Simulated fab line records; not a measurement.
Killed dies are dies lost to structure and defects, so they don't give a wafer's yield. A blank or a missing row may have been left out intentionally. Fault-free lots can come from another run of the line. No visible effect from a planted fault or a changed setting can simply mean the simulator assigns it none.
Chamber matching | flow nandHarc | aldHk-03 running NHARC_A_CHANNEL_FILL_D1_ALD_25: 4 sister chambers
The step deposits SiOx, target thk 60 nm, pulse time 10 s, ald cycles 600. 16 wafers are shown with their chamber, then 8 later ones without.

== WAFERS, EACH WITH ITS CHAMBER ==
wafer  | chamber | heaterPowerW (W) | susceptorTempC (C) | precursorPulseHeightRel
L074.1 | 3       | 467              | 300.12             | 0.997
L074.3 | 1       | 458              | 299.76             | 1.006
L074.6 | 2       | 457              | 299.79             | 0.973
L075.2 | 0       | 382              | 300.17             | 1.007
L075.3 | 3       | 466              | 299.78             | 0.969
L075.5 | 0       | 383              | 300.51             | 1.003
L079.2 | 1       | 455              | 299.83             | 0.967
L079.3 | 0       | 398              | 300.20             | 1.013
L079.4 | 3       | 449              | 300.08             | 0.974
L081.1 | 3       | 476              | 299.80             | 0.995
L081.3 | 2       | 482              | 300.09             | 1.015
L081.5 | 2       | 470              | 300.24             | 1.006
L086.1 | 3       | 468              | 300.22             | 0.969
L086.3 | 0       | 390              | 299.67             | 0.981
L086.6 | 0       | 387              | 299.90             | 1.039
L092.1 | 2       | 461              | 300.13             | 1.008

SIGNATURES (means of the wafers above)
reading                 | chamber 0 | chamber 1 | chamber 2 | chamber 3 | scatter within a chamber
heaterPowerW            | 388.00    | 456.50    | 467.50    | 465.20    | 8.8
susceptorTempC          | 300.0900  | 299.7950  | 300.0625  | 300.0000  | 0.238
precursorPulseHeightRel | 1.00860   | 0.98650   | 1.00050   | 0.98080   | 0.019
Rule: for a wafer and a chamber, the distance is found by dividing, reading by reading, the gap between the wafer's reading and the chamber's mean by the reading's scatter, squaring, summing and taking the root. If the next closest chamber is less than 2 further off than the closest, the wafer can't be placed; otherwise it belongs to the closest. The scatter: the root of (the sum of the squares of (reading less its chamber's mean) over the shown wafers, divided by (wafers less chambers)).

== WAFERS WHOSE CHAMBER IS MISSING ==
wafer  | heaterPowerW (W) | susceptorTempC (C) | precursorPulseHeightRel
L092.3 | 462              | 300.22             | 0.994
L092.4 | 452              | 300.30             | 0.989
L090.2 | 459              | 300.27             | 1.023
L090.5 | 449              | 299.83             | 1.006
L090.6 | 464              | 299.97             | 1.015
L094.2 | 446              | 299.80             | 1.024
L094.1 | 444              | 300.10             | 1.000
L094.4 | 486              | 299.82             | 0.991

== CHAMBER TAKEN BY EACH ==
wafer  | from the rows above          | in truth
L092.3 | can't be placed: 2 or 3 or 1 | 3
L092.4 | can't be placed: 3 or 2 or 1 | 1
L090.2 | can't be placed: 2 or 3 or 1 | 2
L090.5 | can't be placed: 1 or 2 or 3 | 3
L090.6 | can't be placed: 2 or 3 or 1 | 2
L094.2 | can't be placed: 1 or 2 or 3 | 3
L094.1 | can't be placed: 1 or 3 or 2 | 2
L094.4 | can't be placed: 2 or 3 or 1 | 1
Correctly placed: 0 of 8. Can't be placed from these rows: 8 (the true chamber is among the candidates in 8). 0 placed wrongly.
